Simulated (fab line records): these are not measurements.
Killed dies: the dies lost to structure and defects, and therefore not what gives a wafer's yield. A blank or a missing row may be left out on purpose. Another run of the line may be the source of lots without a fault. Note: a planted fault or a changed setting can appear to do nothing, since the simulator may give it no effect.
Lot-split experiment -- flow n5_finfet -- route with 1938 steps; 7 lots, 21 wafers read

## THE SPLIT
At N5_BEOL_M0_SAQP_PECVD_00 (deposits SiCN from 3MS/NH3, target thk 8 nm, time 14 s), the setting time_s was moved away from the recipe's 14 s on 6 of the 21 wafers read, by +5.7% to +14.1%. All remaining wafers had this setting at the recipe value.

The split's own step is where the reading is taken.

## THE READING
SiCN_of_BEOL_M0_SAQP_PECVD_00.thk_nm (the simulator's own value, which no gauge read), in nm, at N5_BEOL_M0_SAQP_PECVD_00 (deposits SiCN from 3MS/NH3, target thk 8 nm, time 14 s). The file does not state a usual value for it. The 15 wafers here that ran the recipe average 8.0 nm, standard deviation 0.14 nm.

wafer,"tool, chamber at the split","time_s as run, s",against the recipe,"SiCN_of_BEOL_M0_SAQP_PECVD_00.thk_nm, nm",against lot-mates on the recipe
L077.3,"pecvd-01, 2",15.98,+14.1%,9.2,+1.2
L077.4,"pecvd-01, 1,2",14,recipe,8,-
L077.5,"pecvd-01, 1,2",14,recipe,8,-
L079.3,"pecvd-01, 1",14,recipe,7.8,-
L079.4,"pecvd-01, 1",14,recipe,7.8,-
L079.6,"pecvd-01, 0",14,recipe,8,-
L080.2,"pecvd-04, 1",15.38,+9.9%,8.6,+0.6
L080.3,"pecvd-04, 0,1",14,recipe,8,-
L080.6,"pecvd-04, 0,1",14,recipe,8,-
L083.2,"pecvd-03, 0",14,recipe,8.2,-
L083.3,"pecvd-03, 0",14,recipe,8.2,-
L083.6,"pecvd-03, 0",14,recipe,8.2,-
L087.3,"pecvd-04, 1",14,recipe,7.8,-
L087.4,"pecvd-04, 2,1",14,recipe,8,-
L087.5,"pecvd-04, 2,1",14,recipe,8,-
L090.2,"pecvd-04, 1",14,recipe,7.8,-
L090.4,"pecvd-04, 1",15.31,+9.4%,8.6,+0.7
L090.6,"pecvd-04, 1",14,recipe,8,-
L094.2,"pecvd-04, 0",14.8,+5.7%,8.4,no lot-mate on the recipe
L094.4,"pecvd-04, 1,0",14.8,+5.7%,8.6,no lot-mate on the recipe
L094.6,"pecvd-04, 1,0",14.8,+5.7%,8.6,no lot-mate on the recipe
Where a row lists several chambers, the file gives one row for several wafers and doesn't say which wafer went through which chamber.

THE FIT
A straight line over all 21 wafers: SiCN_of_BEOL_M0_SAQP_PECVD_00.thk_nm changes by +0.0789 nm for each +1% of time_s; r = +0.92; the points scatter about the line by 0.14 nm.
The same after taking each lot's own level away (the mean of its wafers on the recipe; 18 wafers): +0.0768 nm for each +1%; r = +0.97; scatter 0.083 nm.
Per that fit: largest time_s move, reading shift of 1.1 nm.
The span of the lots' own levels, 7.87 to 8.20 nm, comes to 2.5 times the standard deviation stated above.
Hence the lot-to-lot level has little effect on the slope; both slopes agree.
Check: with one of the wafers moved furthest among these (+14.1%) left out of the fit, the line predicts +0.954 nm for it against its lot-mates. Against them it came out at +1.2 nm.

## THESE WAFERS: OTHER SPLITS
Before the reading, these wafers also passed through other splits. Each is held against what the fit with the lots' levels taken away leaves over:
other split on the same wafers,wafers away from the commonest value,r with SiCN_of_BEOL_M0_SAQP_PECVD_00.thk_nm (lot level and that fit taken away)
N5_FIN_CUT_ETCH_21 bias_w,7,-0.19
N5_DUMMY_GATE_COAT_28 spin_rpm,6,-0.08
N5_SD_ACTIVATION_LSA_01 temp_c,5,-0.09
N5_SDB_COAT_05 spin_rpm,7,+0.06
N5_HKMG_FIN_ETCH_55 bias_w,4,+0.02
N5_GATE_CUT_ALD_22 ald_cycles,3,+0.41
N5_MOL_CONTACT_COAG_ALD_123 ald_cycles,5,+0.27
N5_MOL_CONTACT_COAG_PECVD_31 temp_c,8,+0.27

## THE FILE'S OWN FIT
SiCN_of_BEOL_M0_SAQP_PECVD_00.thk_nm changes by +0.0765 nm for each +1% of time_s, r = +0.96.
